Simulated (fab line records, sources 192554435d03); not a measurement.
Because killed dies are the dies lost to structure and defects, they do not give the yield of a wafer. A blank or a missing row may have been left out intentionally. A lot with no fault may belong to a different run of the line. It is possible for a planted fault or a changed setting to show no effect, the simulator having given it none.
fab line records	flow n5_finfet
[record] lots = 15	wafers = 45	last_day = 17
route steps=1938 shown BEOL_M4@1095 BEOL_M5@1136
lots that met no fault: from a run of the same line without faults
start_h: the number of hours between the record's first day and the start of the first shown wafer of the lot	wait_h: hours elapsed since this lot's preceding step	" unchanged from the row above	L1.1+2: several wafers, shown together as one row	- either no value or no given start	* or withheld: withheld	< > ~ a bound
route shown NAME@n: a module of which the file shows steps, and the number in the route of the first	usual: mean/standard deviation of fault-free wafers	same: alike in all rows	chamber/n: place in a boat	sites: each site's reading	_std_site: how widely they spread, as a standard deviation	_edge_site: outer sites' mean less inner sites'	radius_mm: how far each site lies from the wafer's centre	mask NAME#n: copy n	behind: the tool/chamber that last shaped the wafer	hold: reason for holding the lot/hours on hold/outcome of the hold	device: the n, p or np transistor that did not switch	end of line: tests of these same wafers at the route's end	step lacking rows: just its recipe	killed: not the wafer's yield, but the dies lost to structure and defects at the first sort	map: a wafer's dies, marking killed ones x, the rest . and places with no die _
set.NAME: the setting as run; set.NAME@STEP: as run at that earlier step	model.NAME: the simulator's own value behind a step, which no gauge read
a sample of lots followed through the steps of the route, with each step as a table and each wafer as a row
services: from which hour (start_h, from the record's first day; less than 0 if before it) a tool's chamber was out of use, for how many hours, and why
[[steps]]
[step N5_BEOL_M4_ANNEAL_91]
[recipe] temp_c = 400	time_s = 240	ambient = vacuum
[usual] heater_power_w = 848/87
lot.wafer	tool	chamber	start_h	wait_h	heater_power_w
L130.2	pvd_sputter-03	-	166.42	0.0	956
L130.5	"	-	"	"	767
L130.6	"	-	"	"	863
L133.1	pvd_sputter-01	-	171.41	0.0	916
L133.3	"	-	"	"	799
L133.5	"	-	"	"	900
L131.3	pvd_sputter-03	-	171.51	0.0	886
L131.4	"	-	"	"	875
L131.5	"	-	"	"	787
L132.2	pvd_sputter-01	-	176.33	0.0	838
L132.4	"	-	"	"	947
L132.6	"	-	"	"	916
L137.1	pvd_sputter-03	-	203.83	0.0	877
L137.4	"	-	"	"	984
L137.6	"	-	"	"	767
L140.3	pvd_sputter-01	-	213.13	0.0	725
L140.5	"	-	"	"	823
L140.6	"	-	"	"	960
L141.2	pvd_sputter-02	-	232.21	0.0	764
L141.4	"	-	"	"	904
L141.6	"	-	"	"	725
L142.1	pvd_sputter-01	-	235.45	0.0	912
L142.2	"	-	"	"	735
L142.4	"	-	"	"	804
L146.1	pvd_sputter-01	-	253.95	0.0	936
L146.3	"	-	"	"	819
L146.6	"	-	"	"	922
L145.2	pvd_sputter-01	-	261.07	0.0	703
L145.3	"	-	"	"	933
L145.6	"	-	"	"	933
L148.1	pvd_sputter-02	-	269.42	0.0	969
L148.4	"	-	"	"	755
L148.6	"	-	"	"	965
L149.1	pvd_sputter-03	-	279.41	0.0	749
L149.4	"	-	"	"	893
L149.5	"	-	"	"	773
L150.2	pvd_sputter-02	-	284.80	0.0	965
L150.3	"	-	"	"	747
L150.4	"	-	"	"	822
L151.1	pvd_sputter-01	-	287.48	0.0	707
L151.3	"	-	"	"	933
L151.4	"	-	"	"	811
L153.1	pvd_sputter-02	-	304.70	0.0	893
L153.4	"	-	"	"	806
L153.5	"	-	"	"	982
[step N5_BEOL_M4_SPUTTER_92]
[recipe] material = Cu	target_thk_a = 45	temp_c = -20	chamber_pressure_pa = 0.07	power_w = withheld	time_s = 8.29
[usual] chamber_pressure_pa = 0.07/0.00013	throttle_valve_pct = 29.7/1.3
lot.wafer	tool	chamber	start_h	wait_h	chamber_pressure_pa	throttle_valve_pct
L130.2	pvd_sputter-03	-	166.56	0.1	0.07042	29.7
L130.5	"	-	"	"	0.07017	28.0
L130.6	"	-	"	"	0.06993	31.6
L133.1	pvd_sputter-01	-	171.55	0.1	0.07005	31.3
L133.3	"	-	"	"	0.07019	29.1
L133.5	"	-	"	"	0.07001	30.2
L131.3	pvd_sputter-03	-	171.65	0.1	0.07016	31.3
L131.4	"	-	"	"	0.07006	31.3
L131.5	"	-	"	"	0.0701	27.8
L132.2	pvd_sputter-01	-	176.47	0.1	0.07011	29.1
L132.4	"	-	"	"	0.06988	31.2
L132.6	"	-	"	"	0.06978	31.1
L137.1	pvd_sputter-03	-	203.97	0.1	0.07004	31.6
L137.4	"	-	"	"	0.06991	29.6
L137.6	"	-	"	"	0.06998	28.0
L140.3	pvd_sputter-01	-	213.27	0.1	0.06998	28.6
L140.5	"	-	"	"	0.06987	29.1
L140.6	"	-	"	"	0.07012	31.1
L141.2	pvd_sputter-02	-	232.35	0.1	0.07009	29.6
L141.4	"	-	"	"	0.07004	29.4
L141.6	"	-	"	"	0.0698	29.5
L142.1	pvd_sputter-01	-	235.59	0.1	0.06991	30.4
L142.2	"	-	"	"	0.06994	28.6
L142.4	"	-	"	"	0.07017	29.1
L146.1	pvd_sputter-01	-	254.09	0.1	0.06986	30.0
L146.3	"	-	"	"	0.06994	29.3
L146.6	"	-	"	"	0.07007	31.1
L145.2	pvd_sputter-01	-	261.21	0.1	0.07004	28.3
L145.3	"	-	"	"	0.06989	31.3
L145.6	"	-	"	"	0.07009	31.0
L148.1	pvd_sputter-02	-	269.56	0.1	0.07009	29.9
L148.4	"	-	"	"	0.07007	29.7
L148.6	"	-	"	"	0.07015	29.7
L149.1	pvd_sputter-03	-	279.55	0.1	0.07008	32.1
L149.4	"	-	"	"	0.07003	31.3
L149.5	"	-	"	"	0.07002	28.0
L150.2	pvd_sputter-02	-	284.94	0.1	0.07011	29.7
L150.3	"	-	"	"	0.06994	29.5
L150.4	"	-	"	"	0.06987	28.1
L151.1	pvd_sputter-01	-	287.62	0.1	0.06956	28.3
L151.3	"	-	"	"	0.06984	31.2
L151.4	"	-	"	"	0.07012	29.0
L153.1	pvd_sputter-02	-	304.84	0.1	0.06995	29.9
L153.4	"	-	"	"	0.07016	27.9
L153.5	"	-	"	"	0.06991	29.8
[step N5_BEOL_M5_HM_OPEN_17]
[recipe] chemistry = Cl2/BCl3	target_depth_a = 200	overetch_a = 60	target = TiN	mask_material = SOC	ion_energy_ev = 150	pressure_mtorr = 10	icp_w = 1000	bias_w = 126	Cl2_flow_sccm = 53.25	bcl3_flow_sccm = 21.75	Ar_flow_sccm = 25
[usual] bcl3_flow_sccm = 21.75/0.057	bias_w = 126.1/0.38	drypump_motor_current_A = 5.7/0.44	oes_product_au = 0.68/0.07	throttle_valve_pct = 22.15/0.098
lot.wafer	tool	chamber	start_h	wait_h	bcl3_flow_sccm	bias_w	drypump_motor_current_A	oes_product_au	rf_hours_counter_h	throttle_valve_pct
L130.2	rie_metal-03	1	170.50	0.0	21.76	125.8	5.9	0.61	56	22.10
L130.5	"	0	"	"	21.84	126.4	5.1	0.78	-	22.22
L130.6	"	1	"	"	21.88	125.7	5.9	0.62	-	22.10
L133.1	rie_metal-02	1	175.71	0.0	21.75	126.7	6.0	0.69	26	22.05
L133.3	"	0	"	"	21.79	126.3	6.2	0.70	-	22.29
L133.5	"	0	"	"	21.76	126.4	6.2	0.70	-	22.29
L131.3	rie_metal-03	0	175.97	0.1	21.74	126.1	5.1	0.79	-	22.21
L131.4	"	1	"	"	21.69	125.3	6.0	0.63	-	22.09
L131.5	"	0	"	"	21.68	126.0	5.1	0.78	-	22.20
L132.2	rie_metal-02	0	180.78	0.0	21.72	125.7	6.2	0.71	24	22.30
L132.4	"	0	"	"	21.78	125.0	6.2	0.71	-	22.28
L132.6	"	1	"	"	21.75	125.7	6.1	0.69	-	22.04
L137.1	rie_metal-01	0	211.58	0.0	21.72	126.0	6.2	0.61	68	22.00
L137.4	"	0	"	"	21.75	126.1	6.2	0.60	-	22.00
L137.6	"	0	"	"	21.66	126.1	6.2	0.61	-	21.99
L140.3	rie_metal-03	1	218.24	0.1	-	-	-	-	-	-
L140.5	"	0	"	"	-	-	-	-	-	-
L140.6	"	1	"	"	-	-	-	-	-	-
L141.2	rie_metal-03	1	237.59	0.0	-	-	-	-	-	-
L141.4	"	0	"	"	-	-	-	-	-	-
L141.6	"	0	"	"	-	-	-	-	-	-
L142.1	rie_metal-02	0	240.01	0.0	-	-	-	-	-	-
L142.2	"	1	"	"	-	-	-	-	-	-
L142.4	"	0	"	"	-	-	-	-	-	-
L146.1	rie_metal-03	1	260.35	0.1	21.75	126.2	6.0	0.60	64	22.11
L146.3	"	1	"	"	21.74	125.8	5.9	0.60	-	22.11
L146.6	"	1	"	"	21.76	126.0	5.9	0.60	-	22.12
L145.2	rie_metal-03	0	266.98	0.0	21.70	125.8	5.1	0.73	15	22.26
L145.3	"	0	"	"	21.66	126.5	5.1	0.73	-	22.24
L145.6	"	1	"	"	21.77	125.6	6.0	0.60	-	22.12
L148.1	rie_metal-02	1	275.28	0.0	21.77	126.4	6.0	0.67	36	22.05
L148.4	"	0	"	"	21.74	126.1	6.2	0.68	-	22.30
L148.6	"	0	"	"	21.77	126.1	6.2	0.69	-	22.31
L149.1	rie_metal-01	0	284.02	0.0	21.85	126.4	6.2	0.60	72	22.02
L149.4	"	1	"	"	21.67	126.2	5.4	0.79	-	22.07
L149.5	"	1	"	"	21.72	125.9	5.3	0.79	-	22.05
L150.2	rie_metal-03	1	290.93	0.0	21.63	126.9	5.9	0.59	69	22.13
L150.3	"	0	"	"	21.75	125.5	5.1	0.72	-	22.24
L150.4	"	1	"	"	21.69	126.3	5.9	0.60	-	22.13
L151.1	rie_metal-03	1	292.62	0.0	21.75	125.7	5.9	0.59	69	22.15
L151.3	"	1	"	"	21.79	126.2	5.9	0.59	-	22.12
L151.4	"	0	"	"	21.82	125.8	5.1	0.72	-	22.26
L153.1	rie_metal-01	1	309.52	0.0	21.71	125.6	5.4	0.79	7	22.08
L153.4	"	1	"	"	21.64	125.7	5.4	0.78	-	22.07
L153.5	"	0	"	"	21.84	125.6	6.2	0.60	-	22.02
[step N5_BEOL_M5_CD_MEAS_18]
[recipe] pitch_nm = 56	target_cd_nm = 28
[usual] cd_nm = 28.02/0.28
lot.wafer	tool	chamber	start_h	wait_h	cd_nm
L130.2	cd_sem-01	-	170.68	0.1	28.47
L130.5	"	-	"	"	28.00
L130.6	"	-	"	"	28.39
L133.1	cd_sem-03	-	175.94	0.0	28.32
L133.3	"	-	"	"	28.08
L133.5	"	-	"	"	27.81
L131.3	cd_sem-01	-	176.12	0.1	27.98
L131.4	"	-	"	"	28.16
L131.5	"	-	"	"	27.58
L132.2	cd_sem-03	-	180.96	0.1	27.72
L132.4	"	-	"	"	28.08
L132.6	"	-	"	"	28.35
L137.1	cd_sem-01	-	211.96	0.0	27.98
L137.4	"	-	"	"	27.58
L137.6	"	-	"	"	28.12
L140.3	cd_sem-02	-	218.40	0.1	-
L140.5	"	-	"	"	-
L140.6	"	-	"	"	-
L141.2	cd_sem-03	-	237.80	0.1	-
L141.4	"	-	"	"	-
L141.6	"	-	"	"	-
L142.1	cd_sem-01	-	240.27	0.0	-
L142.2	"	-	"	"	-
L142.4	"	-	"	"	-
L146.1	cd_sem-02	-	260.53	0.0	28.13
L146.3	"	-	"	"	27.87
L146.6	"	-	"	"	28.05
L145.2	cd_sem-02	-	267.17	0.1	27.80
L145.3	"	-	"	"	27.96
L145.6	"	-	"	"	28.20
L148.1	cd_sem-02	-	275.46	0.0	28.09
L148.4	"	-	"	"	27.97
L148.6	"	-	"	"	28.14
L149.1	cd_sem-01	-	284.26	0.1	27.45
L149.4	"	-	"	"	28.09
L149.5	"	-	"	"	28.00
L150.2	cd_sem-02	-	291.12	0.1	28.33
L150.3	"	-	"	"	28.17
L150.4	"	-	"	"	28.19
L151.1	cd_sem-02	-	292.92	0.1	28.12
L151.3	"	-	"	"	27.96
L151.4	"	-	"	"	27.76
L153.1	cd_sem-02	-	309.70	0.0	27.80
L153.4	"	-	"	"	27.69
L153.5	"	-	"	"	28.10
[step N5_BEOL_M5_OVL_MEAS_29]
[recipe] points_per_wafer = 522
[usual] V4_OVL = -0.4/0.64
lot.wafer	tool	chamber	start_h	wait_h	V4_OVL[nm]
L130.2	overlay-02	0	173.28	0.0	-0.6
L130.5	"	0	"	"	0.2
L130.6	"	0	"	"	-0.1
L131.3	overlay-02	0	177.58	0.0	0.3
L131.4	"	0	"	"	0.5
L131.5	"	0	"	"	0.6
L133.1	overlay-02	0	177.75	0.0	-0.7
L133.3	"	0	"	"	0.1
L133.5	"	0	"	"	0.3
L132.2	overlay-01	0	183.62	0.0	-0.7
L132.4	"	0	"	"	0.0
L132.6	"	0	"	"	-0.5
L137.1	overlay-01	0	212.34	0.0	-0.5
L137.4	"	0	"	"	-0.5
L137.6	"	0	"	"	-0.3
L146.1	overlay-02	0	261.89	0.0	-1.3
L146.3	"	0	"	"	-0.2
L146.6	"	0	"	"	-0.1
L145.2	overlay-02	0	268.11	0.0	-1.3
L145.3	"	0	"	"	0.0
L145.6	"	0	"	"	-1.3
L148.1	overlay-02	0	277.05	0.0	-0.5
L148.4	"	0	"	"	-1.3
L148.6	"	0	"	"	-1.2
L149.1	overlay-02	0	284.74	0.0	0.6
L149.4	"	0	"	"	-0.6
L149.5	"	0	"	"	0.9
L150.2	overlay-01	0	291.47	0.0	-0.2
L150.3	"	0	"	"	-0.6
L150.4	"	0	"	"	-0.1
L151.1	overlay-01	0	296.63	0.0	0.4
L151.3	"	0	"	"	0.3
L151.4	"	0	"	"	-0.7
L153.1	overlay-02	0	311.72	0.0	0.1
L153.4	"	0	"	"	-0.9
L153.5	"	0	"	"	0.0
[[services]]
tool	chamber	start_h	hours	kind
rie_metal-01	-	175.05	14.6	pm
rie_metal-01	1	189.65	-	clean
rie_metal-01	1	189.65	15.7	scheduled_down
rie_metal-01	1	189.65	15.7	vent_cycle
rie_metal-01	-	248.80	28.1	pm
rie_metal-01	-	279.59	0.7	repair
[[key]]
[first_sign] step = N5_BEOL_M5_HM_OPEN_17	reading = tool_record	direction = missing
[effect] step = N5_BEOL_M5_CD_MEAS_18	reading = cd_nm	direction = missing
met_at N5_BEOL_M5_HM_OPEN_17
struck_lots L140,L141,L142
later_rows_left_out L140.3,L140.5,L140.6,L141.2,L141.4,L141.6,L142.1,L142.2,L142.4
sort_left_out L140.3,L140.5,L140.6,L141.2,L141.4,L141.6,L142.1,L142.2,L142.4
not_acting_at N5_BEOL_M4_ANNEAL_91,N5_BEOL_M4_SPUTTER_92,N5_BEOL_M5_OVL_MEAS_29
onset_between 180.78 218.24
[fault] kind = skipped_step_whole	tool = rie_metal-02,rie_metal-03	chamber = -	onset_h = 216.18	steps = N5_BEOL_M5_HM_OPEN_17	scope = struck_lots_only
// sort_left_out: the simulated sort isn't trusted on such a fault, so these wafers' sort isn't shown, and their yield isn't known
// later_rows_left_out: the simulator's readings of these wafers behind a module that went badly wrong aren't trusted and aren't shown, but for the sort
